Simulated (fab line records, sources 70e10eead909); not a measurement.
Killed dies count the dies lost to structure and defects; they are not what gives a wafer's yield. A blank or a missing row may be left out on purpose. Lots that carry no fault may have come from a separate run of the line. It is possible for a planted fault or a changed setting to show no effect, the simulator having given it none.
fab line records	flow nandHarc
[record] lots = 24	wafers = 72	lastDay = 24
route steps=1159 shown P_BONDPAD@386 A_ONON_D1@447 A_CHANNEL_HOLE_D1@470 A_CHANNEL_FILL_D1@500
lots that met no fault: from a run of the same line without faults
startH: hours from the record's first day to the start of the lot's first wafer shown	waitH: hours elapsed since this lot's preceding step	" as in the row above	L1.1+2: a row that stands for several wafers	- no value, or no start given	* or withheld: withheld	< > ~ a bound
route shown NAME@n: names a module that has steps shown in the file, with the first one's number in the route	usual: average and standard deviation across the fault-free wafers	same: alike in all rows	chamber/n: place in a boat	sites: readings site by site	_std_site: the standard deviation of these	_edge_site: inner sites' mean taken away from outer sites' mean	radiusMm: for every site, how far away it sits from the centre of the wafer	mask NAME#n: copy n	behind: the most recent tool/chamber to have shaped the wafer	hold: the reason the lot was held/the length of the hold in hours/how it ended	device: transistor that didn't switch, given as n, p or np	end of line: the route-end tests of the same wafers	a step without rows: its recipe alone	killed: at the first sort, the dies lost to defects and structure; wafer yield is something else	map: the dies of a wafer, with x for killed, . for not killed, _ for no die there
set.NAME: the setting that was run; set.NAME@STEP: the one run at that earlier step	model.NAME: the simulator's own value behind a step, which no gauge read
a sample of lots followed through the steps of the route, with each step as a table and each wafer as a row
services: the hour from which a tool's chamber was out of use, counted from the record's first day as startH (under 0 if before that day), plus the number of hours and why
[[steps]]
[step NHARC_P_BONDPAD_ACTIVATE_29]
[recipe] timeS = 60	n2FlowSccm = 200	arFlowSccm = 0	biasPowerW = 0	chemistry = N2
[usual] drypumpMotorCurrentA = 5.9/0.58	n2FlowSccm = 200.1/0.56	oesProductAu = 0.999/0.0078	rfVppV = 64.3/0.83	showerheadPlenumPTorr = 1.80/0.076
lot.wafer	tool	chamber	startH	waitH	drypumpMotorCurrentA	n2FlowSccm	oesProductAu	rfHoursCounterH	rfVppV	showerheadPlenumPTorr
L074.1	rieDiel-11	3	126.83	0.1	5.7	199.5	1.012	38	64.1	1.69
L074.3	"	0	"	"	5.5	200.4	1.001	38	64.0	1.87
L074.5	"	3	"	"	5.7	198.6	1.003	-	64.5	1.69
L076.2	rieDiel-10	3	140.43	0.1	4.9	199.6	1.011	13	64.1	1.79
L076.1	"	0	"	"	6.5	200.4	1.000	14	64.0	1.87
L076.5	"	1	"	"	6.4	199.9	0.998	-	63.3	1.72
L075.2	rieDiel-10	2	141.07	0.1	6.3	199.5	0.994	12	65.0	1.88
L075.3	"	3	"	"	4.9	199.5	1.007	13	62.5	1.78
L075.6	"	1	"	"	6.4	198.7	1.007	-	64.3	1.72
L077.3	rieDiel-10	0	148.37	0.1	6.5	198.8	0.988	15	66.0	1.87
L077.4	"	2	"	"	6.3	201.0	0.997	13	64.5	1.88
L077.5	"	3	"	"	4.9	199.8	1.009	-	62.3	1.78
L078.2	rieDiel-10	1	149.97	0.1	6.4	200.1	0.997	14	64.3	1.72
L078.5	"	3	"	"	4.9	200.7	0.991	-	63.8	1.78
L078.6	"	0	"	"	6.5	201.0	0.997	-	64.1	1.87
L080.2	rieDiel-11	1	166.82	0.1	6.4	200.8	0.988	54	64.1	1.81
L080.1	"	0	"	"	5.5	199.7	0.995	56	63.7	1.87
L080.6	"	1	"	"	6.4	200.1	0.998	-	64.8	1.81
L079.1	rieDiel-11	0	169.15	0.1	5.4	200.0	0.998	57	64.6	1.87
L079.4	"	2	"	"	5.5	201.1	0.993	57	63.2	1.63
L079.6	"	0	"	"	5.4	199.3	1.009	-	63.9	1.87
L081.3	rieDiel-10	3	174.01	0.1	4.9	199.8	0.998	17	64.0	1.78
L081.1	"	0	"	"	6.5	199.8	1.003	17	63.9	1.87
L081.6	"	3	"	"	4.9	200.5	1.004	-	64.5	1.78
L082.3	rieDiel-11	1	176.62	0.1	6.4	199.8	0.987	57	64.1	1.81
L082.6	"	1	"	"	6.4	200.8	0.997	-	64.6	1.81
L082.4	"	0	"	"	5.4	200.7	1.000	-	63.9	1.87
L083.3	rieDiel-11	1	177.54	0.1	6.4	200.0	0.981	57	65.0	1.81
L083.4	"	0	"	"	5.5	200.2	1.009	-	63.8	1.87
L083.6	"	1	"	"	6.4	200.6	0.993	-	62.1	1.81
L085.4	rieDiel-10	3	192.14	0.1	4.9	199.7	0.989	0	62.3	1.78
L085.3	"	0	"	"	6.5	199.7	1.009	1	63.5	1.87
L085.1	"	2	"	"	6.3	199.8	0.998	1	63.2	1.88
L084.2	rieDiel-10	2	192.82	0.1	6.3	199.5	1.012	1	64.7	1.88
L084.3	"	3	"	"	4.9	200.4	0.996	1	64.3	1.78
L084.6	"	2	"	"	6.3	199.4	1.002	-	65.2	1.88
L086.4	rieDiel-10	1	205.99	0.1	6.4	199.4	1.002	2	64.2	1.72
L086.2	"	2	"	"	6.3	200.2	1.000	2	65.1	1.88
L086.5	"	2	"	"	6.2	200.3	0.994	-	65.0	1.88
L087.2	rieDiel-10	0	211.23	0.1	6.5	200.5	1.016	2	65.6	1.87
L087.3	"	1	"	"	6.4	200.1	1.010	2	63.4	1.72
L087.1	"	3	"	"	4.9	200.0	0.985	2	63.5	1.78
L088.2	rieDiel-10	1	224.64	0.1	6.4	200.2	0.999	4	63.2	1.72
L088.6	"	3	"	"	4.9	200.0	0.988	-	63.9	1.78
L088.5	"	0	"	"	6.5	199.8	1.003	-	62.5	1.87
L089.1	rieDiel-06	2	228.38	0.1	5.3	199.8	1.007	59	63.1	1.75
L089.5	"	3	"	"	5.3	199.9	0.988	-	64.4	1.86
L089.4	"	0	"	"	6.3	201.0	0.995	-	64.5	1.74
L090.4	rieDiel-11	1	230.59	0.3	6.4	200.5	1.000	14	63.8	1.81
L090.2	"	3	"	"	5.7	200.0	0.998	14	62.4	1.68
L090.1	"	0	"	"	5.5	200.0	1.004	14	64.7	1.86
L092.1	rieDiel-06	3	232.62	0.1	5.4	199.4	1.005	70	64.8	1.86
L092.2	"	2	"	"	5.3	200.3	1.004	62	63.9	1.75
L092.4	"	0	"	"	6.3	200.1	1.004	-	64.0	1.73
L091.3	rieDiel-11	1	232.94	0.1	6.4	199.5	0.984	14	63.4	1.81
L091.1	"	3	"	"	5.7	200.5	0.992	14	64.9	1.68
L091.5	"	1	"	"	6.4	199.3	0.997	-	64.1	1.81
L093.2	rieDiel-10	0	239.96	0.1	6.5	200.3	1.015	5	65.7	1.87
L093.3	"	1	"	"	6.4	200.1	1.005	6	64.4	1.72
L093.1	"	3	"	"	4.9	199.4	0.989	6	65.6	1.78
L094.1	rieDiel-10	0	250.82	0.1	6.5	199.0	0.995	6	65.0	1.87
L094.3	"	3	"	"	4.9	200.0	0.996	6	65.2	1.78
L094.5	"	0	"	"	6.5	199.3	1.003	-	64.3	1.87
L095.4	rieDiel-10	2	256.44	0.1	6.3	199.4	0.999	7	66.8	1.88
L095.2	"	0	"	"	6.5	199.2	1.007	6	64.4	1.87
L095.5	"	1	"	"	6.4	199.4	1.012	-	64.4	1.72
L097.2	rieDiel-10	1	261.43	0.1	6.4	200.3	1.004	8	62.7	1.72
L097.1	"	2	"	"	6.3	201.2	0.991	7	64.7	1.88
L097.3	"	3	"	"	4.9	200.0	0.993	7	63.9	1.78
L096.1	rieDiel-06	1	262.15	0.1	5.4	199.8	0.989	6	63.3	1.87
L096.4	"	3	"	"	5.4	199.8	0.995	4	64.6	1.86
L096.5	"	1	"	"	5.4	199.7	1.001	-	65.7	1.87
[step NHARC_A_ONON_D1_THK_MEAS_34]
[recipe] thkMeasGauge = ellipsometry
[usual] thkNm = 200.6/2.6
lot.wafer	tool	chamber	startH	waitH	thkNm
L074.1	filmMetro-01	-	167.90	-	197.4
L074.3	"	-	"	"	201.2
L074.5	"	-	"	"	204.2
L076.1	filmMetro-01	-	176.88	-	200.3
L076.2	"	-	"	"	198.1
L076.5	"	-	"	"	203.7
L075.2	filmMetro-02	-	177.10	0.5	200.3
L075.3	"	-	"	"	203.0
L075.6	"	-	"	"	203.9
L078.2	filmMetro-02	-	184.28	-	201.3
L078.5	"	-	"	"	201.4
L078.6	"	-	"	"	202.7
L077.3	filmMetro-01	-	184.29	-	199.1
L077.4	"	-	"	"	201.5
L077.5	"	-	"	"	201.7
L080.1	filmMetro-01	-	203.77	-	201.0
L080.2	"	-	"	"	201.1
L080.6	"	-	"	"	202.4
L079.1	filmMetro-01	-	204.04	-	200.1
L079.4	"	-	"	"	200.8
L079.6	"	-	"	"	200.6
L082.3	filmMetro-01	-	214.36	-	197.3
L082.4	"	-	"	"	199.7
L082.6	"	-	"	"	200.7
L083.3	filmMetro-01	-	214.64	-	197.8
L083.4	"	-	"	"	199.5
L083.6	"	-	"	"	203.5
L081.1	filmMetro-02	-	214.74	-	201.0
L081.3	"	-	"	"	200.7
L081.6	"	-	"	"	203.6
L084.2	filmMetro-01	-	230.20	-	196.5
L084.3	"	-	"	"	199.0
L084.6	"	-	"	"	200.5
L085.1	filmMetro-02	-	230.20	-	199.1
L085.3	"	-	"	"	200.1
L085.4	"	-	"	"	200.5
L087.1	filmMetro-01	-	247.75	-	199.3
L087.2	"	-	"	"	197.8
L087.3	"	-	"	"	198.9
L086.2	filmMetro-01	-	248.03	-	201.9
L086.4	"	-	"	"	205.2
L086.5	"	-	"	"	204.8
L088.2	filmMetro-01	-	263.43	-	199.4
L088.5	"	-	"	"	198.9
L088.6	"	-	"	"	201.7
L089.1	filmMetro-02	-	263.57	0.5	196.7
L089.4	"	-	"	"	197.8
L089.5	"	-	"	"	204.7
L090.1	filmMetro-01	-	266.92	-	195.9
L090.2	"	-	"	"	195.7
L090.4	"	-	"	"	199.8
L092.1	filmMetro-02	-	266.97	-	202.1
L092.2	"	-	"	"	199.9
L092.4	"	-	"	"	204.4
L091.1	filmMetro-02	-	267.20	-	195.5
L091.3	"	-	"	"	199.2
L091.5	"	-	"	"	202.8
L093.1	filmMetro-02	-	277.88	-	203.7
L093.2	"	-	"	"	196.0
L093.3	"	-	"	"	199.1
L094.1	filmMetro-02	-	288.24	-	200.1
L094.3	"	-	"	"	198.7
L094.5	"	-	"	"	202.4
L095.2	filmMetro-01	-	295.29	-	199.6
L095.4	"	-	"	"	202.9
L095.5	"	-	"	"	202.6
L097.1	filmMetro-01	-	295.56	-	200.2
L097.2	"	-	"	"	199.7
L097.3	"	-	"	"	196.2
L096.1	filmMetro-01	-	300.92	-	199.2
L096.4	"	-	"	"	203.2
L096.5	"	-	"	"	201.3
[step NHARC_A_ONON_D1_INSPECT_32]
[usual] rawDefectCount = 74/23
lot.wafer	tool	chamber	startH	waitH	rawDefectCount
L074.1	defectInspect-02	-	167.99	0.0	65
L074.3	"	-	"	"	86
L074.5	"	-	"	"	90
L076.1	defectInspect-02	-	176.95	0.0	59
L076.2	"	-	"	"	122
L076.5	"	-	"	"	69
L075.2	defectInspect-02	-	177.16	0.0	63
L075.3	"	-	"	"	73
L075.6	"	-	"	"	75
L078.2	defectInspect-02	-	184.34	0.0	49
L078.5	"	-	"	"	50
L078.6	"	-	"	"	86
L077.3	defectInspect-01	-	184.36	0.0	59
L077.4	"	-	"	"	65
L077.5	"	-	"	"	92
L080.1	defectInspect-02	-	203.83	0.0	95
L080.2	"	-	"	"	58
L080.6	"	-	"	"	46
L079.1	defectInspect-02	-	204.12	0.0	59
L079.4	"	-	"	"	102
L079.6	"	-	"	"	73
L082.3	defectInspect-01	-	214.45	0.0	75
L082.4	"	-	"	"	111
L082.6	"	-	"	"	98
L083.3	defectInspect-02	-	214.71	0.1	92
L083.4	"	-	"	"	81
L083.6	"	-	"	"	99
L081.1	defectInspect-02	-	214.82	0.0	67
L081.3	"	-	"	"	63
L081.6	"	-	"	"	100
L084.2	defectInspect-02	-	230.26	0.0	52
L084.3	"	-	"	"	81
L084.6	"	-	"	"	88
L085.1	defectInspect-01	-	230.26	0.0	60
L085.3	"	-	"	"	65
L085.4	"	-	"	"	78
L087.1	defectInspect-02	-	247.83	0.0	91
L087.2	"	-	"	"	73
L087.3	"	-	"	"	117
L086.2	defectInspect-02	-	248.09	0.0	68
L086.4	"	-	"	"	45
L086.5	"	-	"	"	86
L088.2	defectInspect-01	-	263.50	0.0	55
L088.5	"	-	"	"	43
L088.6	"	-	"	"	67
L089.1	defectInspect-02	-	263.67	0.0	77
L089.4	"	-	"	"	62
L089.5	"	-	"	"	37
L090.1	defectInspect-02	-	266.98	0.0	129
L090.2	"	-	"	"	96
L090.4	"	-	"	"	121
L092.1	defectInspect-01	-	267.06	0.0	74
L092.2	"	-	"	"	83
L092.4	"	-	"	"	77
L091.1	defectInspect-01	-	267.28	0.0	53
L091.3	"	-	"	"	95
L091.5	"	-	"	"	53
L093.1	defectInspect-02	-	277.94	0.0	86
L093.2	"	-	"	"	53
L093.3	"	-	"	"	52
L094.1	defectInspect-02	-	288.33	0.0	64
L094.3	"	-	"	"	46
L094.5	"	-	"	"	40
L095.2	defectInspect-02	-	295.37	0.0	70
L095.4	"	-	"	"	34
L095.5	"	-	"	"	74
L097.1	defectInspect-02	-	295.62	0.0	49
L097.2	"	-	"	"	57
L097.3	"	-	"	"	74
L096.1	defectInspect-01	-	301.00	0.0	91
L096.4	"	-	"	"	79
L096.5	"	-	"	"	50
[step NHARC_A_CHANNEL_HOLE_D1_CD_MEAS_18]
[usual] cdNm = 99.2/1.5
lot.wafer	tool	chamber	startH	waitH	cdNm
L074.1	cdSem-02	-	172.56	-	101.9
L074.3	"	-	"	"	101.4
L074.5	"	-	"	"	98.6
L076.1	cdSem-01	-	182.18	-	98.3
L076.2	"	-	"	"	97.8
L076.5	"	-	"	"	99.2
L075.2	cdSem-01	-	183.78	-	98.3
L075.3	"	-	"	"	99.8
L075.6	"	-	"	"	100.9
L078.2	cdSem-03	-	189.41	-	98.6
L078.5	"	-	"	"	99.9
L078.6	"	-	"	"	98.4
L077.3	cdSem-03	-	190.64	-	96.9
L077.4	"	-	"	"	97.8
L077.5	"	-	"	"	96.9
L080.1	cdSem-01	-	208.23	-	96.8
L080.2	"	-	"	"	101.7
L080.6	"	-	"	"	97.4
L079.1	cdSem-02	-	208.51	-	98.6
L079.4	"	-	"	"	98.0
L079.6	"	-	"	"	100.3
L082.3	cdSem-02	-	219.36	-	99.2
L082.4	"	-	"	"	101.2
L082.6	"	-	"	"	100.4
L083.3	cdSem-03	-	220.96	-	99.7
L083.4	"	-	"	"	95.9
L083.6	"	-	"	"	99.4
L081.1	cdSem-02	-	221.33	-	97.8
L081.3	"	-	"	"	100.4
L081.6	"	-	"	"	97.1
L085.1	cdSem-03	-	238.31	-	101.1
L085.3	"	-	"	"	98.8
L085.4	"	-	"	"	99.7
L084.2	cdSem-01	-	238.38	-	99.5
L084.3	"	-	"	"	102.1
L084.6	"	-	"	"	100.7
L087.1	cdSem-01	-	252.06	-	99.9
L087.2	"	-	"	"	97.1
L087.3	"	-	"	"	100.0
L086.2	cdSem-02	-	252.10	-	101.4
L086.4	"	-	"	"	99.5
L086.5	"	-	"	"	99.6
L088.2	cdSem-01	-	267.43	-	97.5
L088.5	"	-	"	"	100.8
L088.6	"	-	"	"	97.4
L089.1	cdSem-02	-	267.74	-	101.2
L089.4	"	-	"	"	100.1
L089.5	"	-	"	"	100.4
L090.1	cdSem-02	-	270.86	-	99.2
L090.2	"	-	"	"	99.5
L090.4	"	-	"	"	99.8
L092.1	cdSem-02	-	271.43	-	99.1
L092.2	"	-	"	"	100.6
L092.4	"	-	"	"	100.0
L091.1	cdSem-01	-	272.93	-	100.6
L091.3	"	-	"	"	101.2
L091.5	"	-	"	"	101.4
L093.1	cdSem-02	-	283.00	-	98.6
L093.2	"	-	"	"	101.1
L093.3	"	-	"	"	99.5
L094.1	cdSem-03	-	292.51	-	100.6
L094.3	"	-	"	"	99.4
L094.5	"	-	"	"	101.0
L095.2	cdSem-01	-	303.61	-	95.9
L095.4	"	-	"	"	99.3
L095.5	"	-	"	"	97.7
L097.1	cdSem-01	-	303.70	-	97.5
L097.2	"	-	"	"	100.4
L097.3	"	-	"	"	99.4
L096.1	cdSem-02	-	308.92	-	101.7
L096.4	"	-	"	"	99.3
L096.5	"	-	"	"	98.8
[step NHARC_A_CHANNEL_HOLE_D1_ETCH_26]
[recipe] biasV = 300	sourceW = 2000	pressureMtorr = 30	timeS = 224.1	arFlowSccm = 375	c4f8FlowSccm = 11.4	o2FlowSccm = 113.6	tempC = -20	targetDepthA = 3000	chemistry = C4F8/O2/Ar
[usual] chamberPressureMTorr = 30.00/0.031	drypumpMotorCurrentA = 5.67/0.13	showerheadPlenumPTorr = 3.78/0.1	throttleValvePct = 24.583/0.0095
lot.wafer	tool	chamber	startH	waitH	chamberPressureMTorr	drypumpMotorCurrentA	rfHoursCounterH	showerheadPlenumPTorr	throttleValvePct
L074.1	harEtch-02	1	176.43	0.6	29.99	5.83	108	3.93	24.591
L074.3	"	0	"	"	30.01	5.71	-	3.68	24.577
L074.5	"	1	"	"	30.04	5.83	-	3.93	24.593
L076.1	harEtch-01	0	186.05	0.7	29.99	5.49	183	3.73	24.564
L076.2	"	1	"	"	30.01	5.62	183	3.85	24.582
L076.5	"	1	"	"	30.05	5.63	-	3.85	24.573
L075.2	harEtch-02	1	187.65	0.6	30.02	5.83	116	3.92	24.578
L075.3	"	1	"	"	29.98	5.84	-	3.92	24.579
L075.6	"	0	"	"	30.04	5.69	-	3.67	24.579
L078.2	harEtch-01	0	193.29	0.7	30.02	5.47	188	3.73	24.592
L078.6	"	0	"	"	29.99	5.49	-	3.73	24.578
L078.5	"	1	"	"	29.95	5.62	-	3.84	24.573
L077.3	harEtch-02	1	194.57	0.5	30.01	5.83	-	3.92	24.602
L077.4	"	0	"	"	30.00	5.72	-	3.67	24.570
L077.5	"	0	"	"	29.94	5.72	-	3.67	24.573
L080.2	harEtch-01	1	212.11	0.7	29.95	5.63	192	3.84	24.578
L080.1	"	0	"	"	30.00	5.49	192	3.73	24.591
L080.6	"	0	"	"	30.01	5.48	-	3.73	24.582
L079.1	harEtch-02	1	212.41	0.6	30.05	5.81	125	3.92	24.565
L079.4	"	1	"	"	29.99	5.84	-	3.92	24.583
L079.6	"	0	"	"	29.99	5.71	-	3.67	24.575
L082.3	harEtch-02	0	223.26	0.5	30.03	5.72	-	3.66	24.589
L082.4	"	1	"	"	29.98	5.84	-	3.91	24.590
L082.6	"	0	"	"	29.99	5.74	-	3.66	24.574
L083.4	harEtch-01	1	224.90	0.5	30.02	5.63	-	3.84	24.575
L083.3	"	0	"	"	30.01	5.46	-	3.72	24.588
L083.6	"	1	"	"	30.01	5.60	-	3.84	24.581
L081.1	harEtch-02	1	227.35	0.7	30.01	5.84	135	3.91	24.598
L081.3	"	0	"	"	30.05	5.71	-	3.66	24.571
L081.6	"	0	"	"	30.02	5.70	-	3.66	24.585
L085.1	harEtch-01	1	242.15	0.7	29.99	5.63	206	3.83	24.592
L085.4	"	1	"	"	30.02	5.63	-	3.83	24.603
L085.3	"	0	"	"	29.98	5.49	-	3.72	24.577
L084.2	harEtch-02	1	242.27	0.7	30.04	5.83	142	3.91	24.593
L084.3	"	1	"	"	30.01	5.81	-	3.91	24.584
L084.6	"	0	"	"	29.97	5.72	-	3.66	24.569
L087.2	harEtch-02	1	255.90	0.7	30.00	5.80	149	3.90	24.578
L087.1	"	0	"	"	30.00	5.70	149	3.65	24.586
L087.3	"	1	"	"	29.99	5.80	-	3.90	24.601
L086.2	harEtch-01	0	255.96	0.6	29.96	5.46	214	3.71	24.589
L086.4	"	0	"	"	30.03	5.45	-	3.71	24.592
L086.5	"	1	"	"	29.94	5.62	-	3.83	24.576
L088.2	harEtch-01	0	271.30	0.6	29.86	5.45	218	3.71	24.592
L088.5	"	1	"	"	30.00	5.61	-	3.83	24.597
L088.6	"	0	"	"	29.99	5.47	-	3.71	24.588
L089.1	harEtch-02	1	271.63	0.7	30.00	5.84	154	3.90	24.594
L089.4	"	1	"	"	30.03	5.81	-	3.90	24.593
L089.5	"	0	"	"	29.98	5.74	-	3.65	24.592
L090.1	harEtch-01	1	275.42	0.7	30.00	5.63	222	3.82	24.581
L090.2	"	0	"	"	29.98	5.45	222	3.71	24.580
L090.4	"	0	"	"	30.00	5.46	-	3.71	24.587
L092.1	harEtch-02	0	275.79	0.7	29.97	5.74	158	3.65	24.578
L092.2	"	1	"	"	29.93	5.82	158	3.90	24.595
L092.4	"	0	"	"	30.01	5.72	-	3.65	24.572
L091.1	harEtch-01	0	279.56	0.7	30.02	5.45	226	3.71	24.585
L091.3	"	0	"	"	30.01	5.47	-	3.71	24.601
L091.5	"	1	"	"	29.98	5.63	-	3.82	24.581
L093.2	harEtch-01	0	286.83	0.7	30.02	5.47	231	3.70	24.591
L093.1	"	1	"	"	29.98	5.63	231	3.82	24.574
L093.3	"	0	"	"	29.98	5.47	-	3.70	24.594
L094.1	harEtch-02	0	296.35	0.6	30.08	5.71	168	3.64	24.580
L094.3	"	0	"	"	29.99	5.70	-	3.64	24.585
L094.5	"	1	"	"	30.00	5.82	-	3.89	24.572
L095.2	harEtch-02	0	307.45	0.7	29.97	5.71	172	3.64	24.585
L095.4	"	0	"	"	30.02	5.72	-	3.64	24.594
L095.5	"	1	"	"	30.05	5.81	-	3.89	24.572
L097.1	harEtch-01	0	-	-	29.97	5.46	238	3.70	24.570
L097.2	"	1	"	"	29.99	5.62	238	3.81	24.601
L097.3	"	0	"	"	29.99	5.45	-	3.70	24.587
L096.1	harEtch-02	0	312.79	0.6	29.93	5.72	176	3.64	24.611
L096.4	"	0	"	"	30.01	5.71	-	3.64	24.574
L096.5	"	1	"	"	29.99	5.83	-	3.89	24.577
[step NHARC_A_CHANNEL_FILL_D1_ETCHBACK_20]
[recipe] targetDepthA = 270	timeS = 13.5	c4f8FlowSccm = withheld	o2FlowSccm = 8	arFlowSccm = withheld	rfW = 600	biasW = 1500	chemistry = C4F8/O2/Ar
[usual] biasW = 1501/4.4	chamberPressureMTorr = 24.997/0.022	oesProductAu = 0.96/0.036	rfVppV = 981/4.4
lot.wafer	tool	chamber	startH	waitH	biasW	chamberPressureMTorr	oesProductAu	rfHoursCounterH	rfVppV
L074.3	rieDiel-08	2	208.68	-	1505	25.029	0.93	2	979
L074.1	"	3	"	"	1499	24.975	0.92	2	980
L074.5	"	2	"	"	1500	24.973	0.92	-	978
L075.3	rieDiel-03	0	212.92	-	1497	24.990	0.94	5	986
L075.2	"	3	"	"	1506	24.987	0.95	5	979
L075.6	"	1	"	"	1502	25.023	0.92	-	985
L076.1	rieDiel-07	0	212.96	-	1503	24.987	0.93	26	973
L076.2	"	2	"	"	1503	25.009	0.92	25	980
L076.5	"	3	"	"	1501	25.002	0.92	-	980
L077.4	rieDiel-08	3	219.80	-	1504	24.969	0.93	2	983
L077.3	"	0	"	"	1504	24.963	0.92	2	985
L077.5	"	2	"	"	1509	25.000	0.92	-	979
L078.2	rieDiel-07	2	219.81	-	1503	25.002	0.93	27	981
L078.5	"	2	"	"	1502	24.961	0.92	-	981
L078.6	"	3	"	"	1497	24.982	0.92	-	980
L079.1	rieDiel-03	0	240.98	-	1498	24.981	0.99	1	985
L079.4	"	2	"	"	1504	25.001	0.99	1	986
L079.6	"	0	"	"	1496	24.985	1.00	-	984
L080.2	rieDiel-08	2	241.00	-	1500	24.981	0.98	3	978
L080.1	"	3	"	"	1499	24.990	0.99	3	982
L080.6	"	1	"	"	1499	24.977	0.99	-	980
L083.3	rieDiel-03	0	252.71	-	1513	24.984	0.99	1	985
L083.4	"	2	"	"	1502	24.987	0.98	1	987
L083.6	"	0	"	"	1509	25.021	0.98	-	985
L082.4	rieDiel-07	3	252.73	-	1500	24.997	0.99	2	980
L082.3	"	0	"	"	1509	25.063	1.00	2	972
L082.6	"	3	"	"	1495	24.953	0.99	-	980
L081.3	rieDiel-03	2	256.04	-	1495	24.992	0.99	1	985
L081.1	"	0	"	"	1500	24.992	1.00	1	985
L081.6	"	2	"	"	1502	25.021	0.99	-	985
L084.2	rieDiel-07	3	269.56	-	1493	25.005	0.98	4	981
L084.3	"	1	"	"	1499	24.998	1.00	5	973
L084.6	"	3	"	"	1502	25.003	1.00	-	979
L085.1	rieDiel-08	2	269.56	-	1497	24.985	0.92	3	978
L085.4	"	3	"	"	1503	25.013	0.92	3	981
L085.3	"	1	"	"	1501	25.020	0.91	3	981
L087.1	rieDiel-03	3	283.50	-	1505	25.028	0.98	2	978
L087.2	"	0	"	"	1505	25.011	0.99	2	983
L087.3	"	1	"	"	1500	24.983	0.99	2	985
L086.4	rieDiel-08	1	283.50	-	1503	24.975	0.94	4	983
L086.2	"	2	"	"	1499	25.003	0.91	3	980
L086.5	"	1	"	"	1501	24.982	0.93	-	983
L088.2	rieDiel-08	1	298.15	-	1503	24.964	1.00	4	982
L088.5	"	1	"	"	1500	24.997	0.99	-	982
L088.6	"	2	"	"	1498	25.004	1.00	-	979
L089.1	rieDiel-07	3	298.16	-	1501	24.967	1.01	11	980
L089.4	"	0	"	"	1502	25.011	1.02	7	973
L089.5	"	2	"	"	1502	24.996	1.00	-	980
L090.2	rieDiel-03	1	303.39	-	1502	24.955	1.01	3	985
L090.4	"	3	"	"	1507	25.001	0.99	3	979
L090.1	"	0	"	"	1509	24.986	1.01	3	985
L091.1	rieDiel-07	1	303.40	-	1501	25.013	1.01	12	971
L091.3	"	3	"	"	1498	25.008	0.99	12	981
L091.5	"	0	"	"	1496	25.007	1.00	-	971
L092.2	rieDiel-07	1	303.46	-	1499	24.990	1.01	12	971
L092.4	"	2	"	"	1504	24.986	1.00	11	979
L092.1	"	3	"	"	1498	24.966	1.00	12	979
L093.2	rieDiel-03	1	313.11	-	1498	25.034	0.93	3	985
L093.1	"	2	"	"	1504	24.990	0.93	3	986
L093.3	"	0	"	"	1493	24.970	0.92	3	985
L094.1	rieDiel-03	2	324.15	-	1497	24.995	0.91	3	987
L094.3	"	1	"	"	1504	24.989	0.92	4	984
L094.5	"	2	"	"	1499	24.992	0.92	-	986
L097.2	rieDiel-03	1	336.22	-	1505	25.003	0.93	4	985
L097.1	"	2	"	"	1500	24.939	0.92	4	987
L097.3	"	3	"	"	1500	24.999	0.93	4	979
L095.4	rieDiel-08	3	336.22	-	1496	25.026	0.93	1	983
L095.2	"	0	"	"	1504	25.024	0.92	1	985
L095.5	"	2	"	"	1492	24.997	0.93	-	980
L096.1	rieDiel-08	2	339.00	-	1495	25.000	0.97	1	980
L096.4	"	3	"	"	1500	25.003	0.96	1	981
L096.5	"	2	"	"	1502	24.995	0.97	-	979
[[services]]
tool	chamber	startH	hours	kind
rieDiel-08	0	107.03	5.1	repair
rieDiel-08	-	124.80	9.0	pm
rieDiel-07	1	137.77	4.4	repair
rieDiel-10	0	168.76	4.2	repair
rieDiel-07	2	172.16	5.7	repair
rieDiel-11	2	176.26	7.8	repair
rieDiel-10	-	176.50	9.0	pm
rieDiel-11	-	189.50	9.0	pm
rieDiel-03	3	208.45	2.7	repair
rieDiel-03	-	215.30	9.0	pm
rieDiel-10	0	226.54	8.8	repair
rieDiel-07	-	228.20	9.0	pm
harEtch-02	-	237.66	0.1	repair
rieDiel-07	2	245.51	4.1	repair
rieDiel-03	3	277.22	1.8	repair
rieDiel-07	0	278.50	16.1	repair
rieDiel-10	0	281.67	5.5	repair
rieDiel-11	1	295.55	5.4	repair
rieDiel-08	-	301.80	9.0	pm
rieDiel-03	2	305.16	1.2	repair
harEtch-01	-	307.91	17.0	pm
rieDiel-10	-	315.59	0.4	repair
rieDiel-07	3	335.26	33.2	repair
rieDiel-07	2	336.53	15.2	repair
[[key]]
fault none
